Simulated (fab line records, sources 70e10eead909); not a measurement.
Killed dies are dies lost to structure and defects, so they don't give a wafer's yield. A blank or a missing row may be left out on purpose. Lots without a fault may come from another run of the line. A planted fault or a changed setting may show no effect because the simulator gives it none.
fab line records | flow nand_harc
record lots=6 wafers=18 last_day=25
route steps=1159 shown A_M1@1038 END@1159
lots that met no fault: from a run of the same line without faults
start_h: hours from the record's first day to the start of the lot's first wafer shown | wait_h: hours since the lot's step before | " the same as in the row above | L1.1+2: a row that stands for several wafers | - no value, or no start given | * or withheld: withheld | < > ~ a bound
route shown NAME@n: a module of which the file shows steps, and the number in the route of the first | usual: mean/standard deviation of fault-free wafers | same: alike in all rows | chamber/n: place in a boat | sites: the reading at each site | _std_site: their standard deviation | _edge_site: outer sites' mean less inner sites' | radius_mm: how far each site lies from the wafer's centre | mask NAME#n: copy n | behind: the tool/chamber that last shaped the wafer | hold: why the lot was held/for how many hours/how that ended | device: the transistor (n, p or np) that didn't switch | end of line: the same wafers' tests at the end of the route | a step without rows: its recipe alone | killed: dies lost to structure and defects at the first sort, not the wafer's yield | map: a wafer's dies, x killed, . not, _ none there
set.NAME: the setting as run; set.NAME@STEP: as run at that earlier step | model.NAME: the simulator's own value behind a step, which no gauge read
lots at some steps of the route; a table a step, a row a wafer
services: from which hour (start_h, from the record's first day; less than 0 if before it) a tool's chamber was out of use, for how many hours, and why
## steps
# step NHARC_A_M1_INSPECT_11
# usual raw_defect_count=31/14
# columns lot.wafer tool chamber start_h wait_h raw_defect_count
L569.2 defect_inspect-01 - 407.73 0.0 30
L569.3 " - " " 37
L569.6 " - " " 29
L573.1 defect_inspect-02 - 440.70 0.0 35
L573.3 " - " " 25
L573.5 " - " " 29
L574.3 defect_inspect-01 - 453.35 0.0 39
L574.4 " - " " 31
L574.5 " - " " 27
L582.2 defect_inspect-02 - 501.05 0.0 30
L582.3 " - " " 39
L582.6 " - " " 32
L584.1 defect_inspect-02 - 512.19 0.0 49
L584.2 " - " " 63
L584.4 " - " " 60
L588.1 defect_inspect-02 - 559.74 0.0 31
L588.3 " - " " 44
L588.6 " - " " 27
# step NHARC_A_M1_DESCUM_14
# recipe time_s=3 o2_flow_sccm=200 ar_flow_sccm=0 bias_power_w=0 chemistry=O2
# step NHARC_A_M1_ETCH_35
# recipe target_depth_a=400 overetch_a=120 time_s=43.94 ion_energy_ev=200 n2_flow_sccm=150 h2_flow_sccm=150 ar_flow_sccm=0 rf_w=400 bias_w=150 chemistry=N2/H2
# usual drypump_motor_current_A=5.85/0.3 oes_product_au=0.999/0.011 rf_vpp_V=431.2/3 showerhead_plenum_p_Torr=2.07/0.11 throttle_valve_pct=14.170/0.0094
# columns lot.wafer tool chamber start_h wait_h drypump_motor_current_A oes_product_au rf_hours_counter_h rf_vpp_V showerhead_plenum_p_Torr throttle_valve_pct
L569.3 rie_diel-13 0 407.87 0.1 5.26 1.000 8 433.9 2.19 14.168
L569.2 " 3 " " 5.57 0.991 8 432.0 2.04 14.190
L569.6 " 1 " " 5.90 1.006 - 431.6 2.05 14.165
L573.3 rie_diel-10 2 440.85 0.1 6.04 0.985 2 426.9 1.93 14.171
L573.1 " 3 " " 6.19 1.012 2 432.2 2.04 14.162
L573.5 " 2 " " 6.05 0.995 - 427.5 1.93 14.167
L574.4 rie_diel-02 2 453.49 0.1 5.52 1.005 10 434.4 2.17 14.178
L574.3 " 1 " " 6.26 0.987 10 425.8 1.89 14.184
L574.5 " 3 " " 5.83 1.016 - 433.6 2.15 14.164
L582.3 rie_diel-02 1 501.20 0.1 6.26 0.986 14 426.9 1.89 14.168
L582.2 " 2 " " 5.50 1.006 14 435.8 2.17 14.177
L582.6 " 1 " " 6.25 0.989 - 428.2 1.89 14.175
L584.4 rie_diel-10 2 512.33 0.1 6.03 0.982 3 428.6 1.93 14.188
L584.2 " 3 " " 6.17 1.010 3 431.6 2.04 14.169
L584.1 " 0 " " 6.13 0.993 3 431.2 2.05 14.169
L588.3 rie_diel-10 0 559.88 0.1 6.08 1.000 0 430.9 2.05 14.183
L588.1 " 2 " " 6.04 0.991 0 426.8 1.93 14.175
L588.6 " 1 " " 5.75 0.998 - 433.6 2.21 14.164
# step NHARC_A_M1_ETCH_15
# recipe target_depth_a=1825 time_s=91.2 c4f8_flow_sccm=withheld ar_flow_sccm=400 rf_w=600 bias_w=300 chemistry=C4F8/Ar
# usual oes_product_au=0.957/0.02 rf_vpp_V=441/3.1
# columns lot.wafer tool chamber start_h wait_h oes_product_au rf_hours_counter_h rf_vpp_V
L569.2 rie_diel-13 0 - - 0.931 8 443
L569.3 " 2 " " 0.920 9 437
L569.6 " 0 " " 0.934 - 447
L573.1 rie_diel-10 2 - - 0.967 2 438
L573.3 " 3 " " 0.967 2 441
L573.5 " 3 " " 0.982 - 440
L574.3 rie_diel-02 2 - - 0.966 10 446
L574.4 " 0 " " 0.991 9 442
L574.5 " 1 " " 0.946 - 437
L582.2 rie_diel-02 1 - - 0.970 14 436
L582.3 " 3 " " 0.968 13 445
L582.6 " 0 " " 0.979 - 443
L584.2 rie_diel-10 1 - - 0.957 3 446
L584.1 " 2 " " 0.959 3 439
L584.4 " 3 " " 0.970 3 442
L588.1 rie_diel-10 1 - - 0.968 1 446
L588.3 " 0 " " 0.970 0 442
L588.6 " 1 " " 0.968 - 446
# step NHARC_A_M1_CD_MEAS_16
# usual cd_nm=120.1/0.93
# columns lot.wafer tool chamber start_h wait_h cd_nm
L569.2 cd_sem-03 - 408.10 - 119.8
L569.3 " - " " 119.8
L569.6 " - " " 120.8
L573.1 cd_sem-03 - 441.06 - 119.4
L573.3 " - " " 119.7
L573.5 " - " " 120.0
L574.3 cd_sem-02 - 453.72 - 119.8
L574.4 " - " " 118.4
L574.5 " - " " 120.6
L582.2 cd_sem-02 - 501.42 - 120.0
L582.3 " - " " 119.3
L582.6 " - " " 120.3
L584.1 cd_sem-01 - 512.55 - 118.6
L584.2 " - " " 119.1
L584.4 " - " " 119.4
L588.1 cd_sem-02 - 560.10 - 120.7
L588.3 " - " " 120.8
L588.6 " - " " 120.2
# step NHARC_A_M1_STRIP_18
# recipe power_w=1000 n2_flow_sccm=150 h2_flow_sccm=150 ar_flow_sccm=0 bias_w=0 chemistry=N2/H2
# step NHARC_A_M1_ETCH_28
# recipe target_depth_a=300 over_etch_frac=0.3 time_s=72.99 ion_energy_ev=150 cf4_flow_sccm=50 n2_flow_sccm=100 ar_flow_sccm=150 rf_w=300 bias_w=100 chemistry=CF4/N2
# step NHARC_A_M1_STRIP_19
# recipe time_s=600 temp_c=30 chemistry=post_etch_residue_remover
# step NHARC_A_M1_DEGAS_29
# recipe temp_c=250 time_s=60
# usual heater_power_w=347/36
# columns lot.wafer tool chamber start_h wait_h heater_power_w
L569.3 pvd_sputter-03 - 408.81 - 380
L569.2 " - " " 331
L569.6 " - " " 292
L573.3 pvd_sputter-01 - 441.77 - 357
L573.1 " - " " 392
L573.5 " - " " 356
L574.4 pvd_sputter-03 - 454.43 - 387
L574.3 " - " " 397
L574.5 " - " " 393
L582.2 pvd_sputter-02 - 502.13 - 330
L582.3 " - " " 306
L582.6 " - " " 323
L584.4 pvd_sputter-01 - 513.27 - 343
L584.1 " - " " 360
L584.2 " - " " 300
L588.3 pvd_sputter-01 - 560.83 - 304
L588.1 " - " " 400
L588.6 " - " " 353
# step NHARC_A_M1_PRE_CLEAN_30
# recipe time_s=30 temp_c=280 gas=H2/He
# usual heater_power_w=426/46
# columns lot.wafer tool chamber start_h wait_h heater_power_w
L569.3 pvd_sputter-03 - - - 457
L569.2 " - " " 487
L569.6 " - " " 355
L573.1 pvd_sputter-01 - - - 420
L573.3 " - " " 426
L573.5 " - " " 426
L574.4 pvd_sputter-03 - - - 462
L574.3 " - " " 493
L574.5 " - " " 348
L582.3 pvd_sputter-02 - - - 502
L582.2 " - " " 372
L582.6 " - " " 405
L584.1 pvd_sputter-01 - - - 440
L584.2 " - " " 375
L584.4 " - " " 404
L588.1 pvd_sputter-01 - - - 433
L588.3 " - " " 405
L588.6 " - " " 382
# step NHARC_A_M1_PVD_20
# recipe target_thk_a=50 bias_v=168.6 power_w=15000 chamber_pressure_pa=0.12 time_s=8.06 substrate_temp_c=50 material=TaN
# usual throttle_valve_pct=30.0/0.83
# columns lot.wafer tool chamber start_h wait_h throttle_valve_pct
L569.3 pvd_sputter-03 - - - 28.8
L569.2 " - " " 30.0
L569.6 " - " " 28.8
L573.1 pvd_sputter-01 - - - 30.8
L573.3 " - " " 31.7
L573.5 " - " " 29.3
L574.3 pvd_sputter-03 - - - 30.0
L574.4 " - " " 30.5
L574.5 " - " " 30.0
L582.3 pvd_sputter-02 - - - 29.3
L582.2 " - " " 30.7
L582.6 " - " " 28.9
L584.1 pvd_sputter-01 - - - 31.8
L584.4 " - " " 29.4
L584.2 " - " " 29.5
L588.1 pvd_sputter-01 - - - 31.4
L588.3 " - " " 29.4
L588.6 " - " " 29.6
# step NHARC_A_M1_PVD_21
# recipe target_thk_a=300 chamber_pressure_pa=5 power_w=5000 substrate_temp_c=30 time_s=20.49 material=Cu
# step NHARC_A_M1_ECD_22
# recipe target_thk_a=4000 bath_temp_c=25 material=Cu
# columns lot.wafer tool chamber start_h wait_h
L569.2+3+6 ecd_cu-02 1,0,0 409.17 -
L573.1+3+5 ecd_cu-01 0,0,1 442.19 -
L574.3+4+5 ecd_cu-01 1,0,0 456.19 -
L582.2+3+6 ecd_cu-01 1,0,1 502.56 -
L584.2+1+4 ecd_cu-01 1,0,1 513.64 -
L588.1+3+6 ecd_cu-02 0 561.18 -
# step NHARC_A_M1_ANNEAL_31
# recipe temp_c=225 time_s=90
# step NHARC_A_M1_CMP_23
# recipe t_overpolish_s=20 target_thk_nm=154.34
# usual motor_current_A=11.9/1.1 pad_life_wafers=309/170 time_to_endpoint_s=28.6/2.4
# columns lot.wafer tool chamber start_h wait_h motor_current_A pad_life_wafers time_to_endpoint_s
L569.3 cmp-02 3 409.89 - 11.0 468 29.6
L569.2 " 1 " " 12.5 470 26.3
L569.6 " 0 " " 13.5 - 30.6
L573.3 cmp-02 2 442.89 - 12.1 91 28.9
L573.1 " 3 " " 11.6 92 28.5
L573.5 " 2 " " 11.9 - 31.0
L574.4 cmp-02 0 456.84 - 12.8 168 26.9
L574.3 " 2 " " 12.1 170 27.6
L574.5 " 0 " " 14.0 - 26.4
L582.3 cmp-04 0 503.29 - 13.8 536 14.8
L582.2 " 1 " " 11.0 537 31.7
L582.6 " 2 " " 11.9 - 31.3
L584.2 cmp-01 2 514.70 - 12.2 180 25.7
L584.1 " 3 " " 11.9 181 13.0
L584.4 " 1 " " 9.9 183 31.5
L588.3 cmp-04 0 562.00 - 14.7 318 27.1
L588.1 " 3 " " 11.4 321 33.1
L588.6 " 1 " " 10.9 - 30.8
# step NHARC_A_M1_THK_MEAS_24
# recipe thk_meas_gauge=xrf
# usual thk_nm=153.8/1.4
# columns lot.wafer tool chamber start_h wait_h thk_nm
L569.2 film_metro-02 - 410.20 - 154.6
L569.3 " - " " 154.5
L569.6 " - " " 150.5
L573.1 film_metro-02 - 443.17 - 153.1
L573.3 " - " " 154.8
L573.5 " - " " 156.0
L574.3 film_metro-01 - 457.16 - 155.8
L574.4 " - " " 155.1
L574.5 " - " " 155.9
L582.2 film_metro-01 - 503.54 - 153.5
L582.3 " - " " 153.4
L582.6 " - " " 155.7
L584.1 film_metro-02 - 515.01 - 153.6
L584.2 " - " " 151.7
L584.4 " - " " 155.6
L588.1 film_metro-01 - 562.31 - 152.8
L588.3 " - " " 152.3
L588.6 " - " " 153.2
# step NHARC_END_SORT_01
# recipe temp_c=25
# usual defect_limited_yield=95.3/1.7 killed_at_array=28/11 killed_at_other=0.7/1.1 killed_at_periphery=2.9/2 killed_dies=32/11 killed_open=3.2/1.8 killed_short=2.0/1.4 sort_bin_2_pct=1.5/0.67 sort_bin_3_pct=0.28/0.24 sort_bin_4_pct=2.9/1.1 sort_n_pass=645/11 sort_rim_yield_pct=95.7/2.6 sort_yield_pct=95.3/1.7
# same gross_dies=677 sort_bin_5_pct[%]=0 sort_bin_6_pct[%]=0 sort_bin_7_pct[%]=0 sort_bin_8_pct[%]=0 sort_rim_n_gross=106.00
# columns lot.wafer tool chamber start_h wait_h defect_limited_yield[%] killed_at_array killed_at_other killed_at_periphery killed_dies killed_open killed_short sort_bin_2_pct[%] sort_bin_3_pct[%] sort_bin_4_pct[%] sort_n_pass sort_rim_yield_pct[%] sort_yield_pct[%]
L569.2 prober-02 0 451.87 2.8 95.0 27 2 5 34 4 1 1.5 0.44 3.1 643 95.3 95.0
L569.3 prober-02 0 452.66 3.1 94.2 33 1 5 39 1 3 1.0 0.30 4.4 638 96.2 94.2
L569.6 prober-02 0 455.04 4.0 95.3 29 2 1 32 2 1 0.9 0.30 3.5 645 97.2 95.3
L573.1 prober-01 0 475.22 2.5 94.1 29 4 7 40 4 2 2.7 0.30 3.0 637 93.4 94.1
L573.3 prober-01 0 476.81 3.1 95.3 25 2 5 32 3 1 1.6 0 3.1 645 99.1 95.3
L573.5 prober-01 0 478.39 3.7 94.8 28 4 3 35 6 2 1.5 0.44 3.2 642 96.2 94.8
L574.3 prober-02 0 494.07 3.1 94.8 33 1 1 35 3 1 1.9 0.44 2.8 642 97.2 94.8
L574.4 prober-02 0 494.87 3.4 95.3 29 1 2 32 3 1 1.5 0.15 3.1 645 99.1 95.3
L574.5 prober-02 0 495.67 3.7 95.3 26 3 3 32 2 3 1.2 0.30 3.2 645 98.1 95.3
L582.2 prober-02 0 534.82 2.8 95.0 28 3 3 34 6 3 1.6 0.15 3.2 643 93.4 95.0
L582.3 prober-02 0 535.63 3.1 92.5 43 0 8 51 12 4 1.6 0.44 5.5 626 94.3 92.5
L582.6 prober-02 0 538.05 4.0 94.5 28 4 5 37 6 2 1.8 0.44 3.2 640 94.3 94.5
L584.1 prober-02 0 547.94 2.5 93.1 44 0 3 47 4 2 1.6 0.30 5.0 630 97.2 93.1
L584.2 prober-02 0 548.74 2.8 93.4 45 0 0 45 1 0 2.8 0.74 3.1 632 92.5 93.4
L584.4 prober-02 0 550.34 3.4 93.1 46 0 1 47 1 1 2.7 1.03 3.2 630 93.4 93.1
L588.1 prober-02 0 594.91 2.5 95.1 23 1 9 33 4 2 2.1 0.30 2.5 644 90.6 95.1
L588.3 prober-02 0 596.51 3.1 93.5 38 1 5 44 4 3 1.3 0.74 4.4 633 93.4 93.5
L588.6 prober-02 0 598.91 4.0 96.2 21 1 4 26 2 2 0.7 0.15 3.0 651 94.3 96.2
# killed by level:class
L569.2 A_CHANNEL_HOLE_D1:chamber_film_flake=14 A_STAIRCASE:chamber_film_flake=8 P_ZERO_WELL:chamber_film_flake=2 P_STI:chamber_film_flake=2 A_WL_FILL:chamber_film_flake=2 P_M0:geometric_particle:open=1 A_ONON_D1:geometric_particle:open=1 A_CHANNEL_FILL_D1:geometric_particle:open=1
L569.3 A_CHANNEL_HOLE_D1:chamber_film_flake=17 A_STAIRCASE:chamber_film_flake=8 P_ZERO_WELL:chamber_film_flake=3 A_ZERO_WELL:chamber_film_flake=3 P_M0:geometric_particle:open=1 A_ONON_D1:geometric_particle:short=1 A_WL_FILL:geometric_particle:short=1 A_CONTACT:geometric_particle:short=1
L569.6 A_STAIRCASE:chamber_film_flake=13 A_CHANNEL_HOLE_D1:chamber_film_flake=12 THIN_TSV:chamber_film_flake=2 A_CHANNEL_FILL_D1:geometric_particle:open=1 A_STAIRCASE:geometric_particle:open=1 A_WL_FILL:geometric_particle:short=1 P_STI:chamber_film_flake=1 A_CONTACT:chamber_film_flake=1
L573.1 A_CHANNEL_HOLE_D1:chamber_film_flake=18 P_GATE:chamber_film_flake=4 A_STAIRCASE:chamber_film_flake=4 THIN_TSV:chamber_film_flake=4 A_CONTACT:chamber_film_flake=2 P_GATE:geometric_particle:open=1 P_CONTACT:geometric_particle:open=1 A_ONON_D1:geometric_particle:short=1
L573.3 A_CHANNEL_HOLE_D1:chamber_film_flake=13 A_CONTACT:chamber_film_flake=5 P_GATE:chamber_film_flake=4 A_BONDPAD:chamber_film_flake=4 THIN_TSV:chamber_film_flake=2 P_CONTACT:geometric_particle:open=1 A_SOURCE_PLATE:geometric_particle:open=1 A_CONTACT:geometric_particle:open=1
L573.5 A_CHANNEL_HOLE_D1:chamber_film_flake=15 A_CONTACT:chamber_film_flake=4 A_BONDPAD:chamber_film_flake=3 A_STAIRCASE:chamber_film_flake=2 THIN_TSV:chamber_film_flake=2 P_CONTACT:geometric_particle:open=1 P_CONTACT:geometric_particle:short=1 P_M0:geometric_particle:open=1
L574.3 A_CHANNEL_HOLE_D1:chamber_film_flake=20 A_CONTACT:chamber_film_flake=6 A_WL_FILL:chamber_film_flake=3 P_M2:geometric_particle:short=1 A_SGD_CUT:geometric_particle:open=1 A_CONTACT:geometric_particle:open=1 A_BLC:geometric_particle:open=1 A_STAIRCASE:chamber_film_flake=1
L574.4 A_CHANNEL_HOLE_D1:chamber_film_flake=18 A_CONTACT:chamber_film_flake=4 P_M0:geometric_particle:open=1 A_CHANNEL_FILL_D1:geometric_particle:short=1 A_CONTACT:geometric_particle:open=1 A_BLC:geometric_particle:open=1 P_GATE:chamber_film_flake=1 A_CHANNEL_FILL_D1:chamber_film_flake=1
L574.5 A_CHANNEL_HOLE_D1:chamber_film_flake=16 P_GATE:chamber_film_flake=3 A_STAIRCASE:chamber_film_flake=3 THIN_TSV:chamber_film_flake=3 A_CONTACT:chamber_film_flake=2 A_WL_FILL:geometric_particle:short=1 A_CONTACT:geometric_particle:short=1 A_BLC:geometric_particle:short=1
L582.2 A_SLIT:chamber_film_flake=12 A_CHANNEL_HOLE_D1:chamber_film_flake=5 A_STAIRCASE:chamber_film_flake=2 A_CONTACT:chamber_film_flake=2 THIN_TSV:chamber_film_flake=2 P_CONTACT:geometric_particle:open=1 P_M0:geometric_particle:open=1 A_ONON_D1:geometric_particle:short=1
L582.3 A_SLIT:chamber_film_flake=16 A_STAIRCASE:chamber_film_flake=5 A_BLC:geometric_particle:open=4 P_ZERO_WELL:chamber_film_flake=4 A_CHANNEL_HOLE_D1:chamber_film_flake=4 A_CONTACT:chamber_film_flake=3 A_SGD_CUT:geometric_particle:open=2 A_WL_FILL:geometric_particle:open=2
L582.6 A_SLIT:chamber_film_flake=11 P_ZERO_WELL:chamber_film_flake=4 A_CHANNEL_HOLE_D1:chamber_film_flake=4 THIN_TSV:chamber_film_flake=4 A_STAIRCASE:chamber_film_flake=3 A_CONTACT:chamber_film_flake=3 A_CONTACT:geometric_particle:open=2 A_M0:geometric_particle:open=2
L584.1 A_CHANNEL_HOLE_D1:chamber_film_flake=23 A_SLIT:chamber_film_flake=12 A_STAIRCASE:chamber_film_flake=4 P_M0:geometric_particle:open=2 A_CONTACT:geometric_particle:open=2 A_CONTACT:chamber_film_flake=2 P_STI:geometric_particle:short=1 A_ONON_D1:geometric_particle:short=1
L584.2 A_CHANNEL_HOLE_D1:chamber_film_flake=17 A_SLIT:chamber_film_flake=16 A_CONTACT:chamber_film_flake=10 A_CHANNEL_FILL_D1:geometric_particle:open=1 A_STAIRCASE:chamber_film_flake=1
L584.4 A_CHANNEL_HOLE_D1:chamber_film_flake=23 A_SLIT:chamber_film_flake=12 A_CONTACT:chamber_film_flake=8 A_STAIRCASE:chamber_film_flake=2 P_CONTACT:geometric_particle:open=1 A_ONON_D1:geometric_particle:short=1
L588.1 A_SLIT:chamber_film_flake=17 P_M2:chamber_film_flake=4 P_M1:geometric_particle:open=2 A_CHANNEL_FILL_D1:chamber_film_flake=2 P_M0:geometric_particle:open=1 A_STAIRCASE:geometric_particle:short=1 A_WL_FILL:geometric_particle:short=1 A_CONTACT:geometric_particle:open=1
L588.3 A_SLIT:chamber_film_flake=23 A_CHANNEL_HOLE_D1:chamber_film_flake=5 A_CONTACT:geometric_particle:open=2 P_M2:chamber_film_flake=2 A_CHANNEL_HOLE_D1:unspecified=2 P_M0:geometric_particle:open=1 P_M2:geometric_particle:short=1 P_M2:geometric_particle:open=1
L588.6 A_SLIT:chamber_film_flake=14 A_CHANNEL_FILL_D1:chamber_film_flake=2 A_STAIRCASE:chamber_film_flake=2 P_GATE:geometric_particle:open=1 A_CHANNEL_FILL_D1:geometric_particle:short=1 A_M0:geometric_particle:open=1 P_ZERO_WELL:chamber_film_flake=1 P_STI:chamber_film_flake=1
## services
# columns tool chamber start_h hours kind
pvd_sputter-02 - 385.61 10.0 repair
rie_diel-02 - 392.10 1.8 repair
rie_diel-10 - 392.80 0.1 repair
cmp-04 - 407.49 4.0 pm
ecd_cu-01 - 411.43 2.8 repair
pvd_sputter-03 - 418.19 5.3 repair
cmp-02 - 422.56 4.0 pm
ecd_cu-01 - 426.39 1.1 repair
pvd_sputter-03 - 431.64 1.4 repair
ecd_cu-01 - 448.10 8.0 pm
ecd_cu-02 - 451.15 2.9 repair
rie_diel-13 - 453.23 9.0 pm
rie_diel-10 - 457.48 0.5 repair
pvd_sputter-03 - 458.00 10.0 pm
rie_diel-13 0 468.60 24.4 repair
rie_diel-02 - 504.70 9.0 pm
rie_diel-10 2 504.86 2.8 repair
cmp-04 - 505.50 4.0 pm
pvd_sputter-01 - 514.05 10.0 pm
cmp-02 - 520.56 4.0 pm
rie_diel-10 - 530.50 9.0 pm
pvd_sputter-03 - 547.26 8.7 repair
cmp-02 - 553.69 7.5 repair
rie_diel-02 - 559.14 1.4 repair
## key
first_sign step=NHARC_A_M1_CMP_23 reading=time_to_endpoint_s direction=down sigmas=6.2 usual=* struck=*
effect none on later readings
met_at NHARC_A_M1_ECD_22
struck_wafers L582.3,L584.1
onset_between 456.19 502.56
fault kind=process_parameter_drift tool=ecd_cu-01 chamber=0 onset_h=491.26 steps=NHARC_A_M1_ECD_22 channel=target_thk_a offset=* shape=step end_h=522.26 acts_in=* stated=*
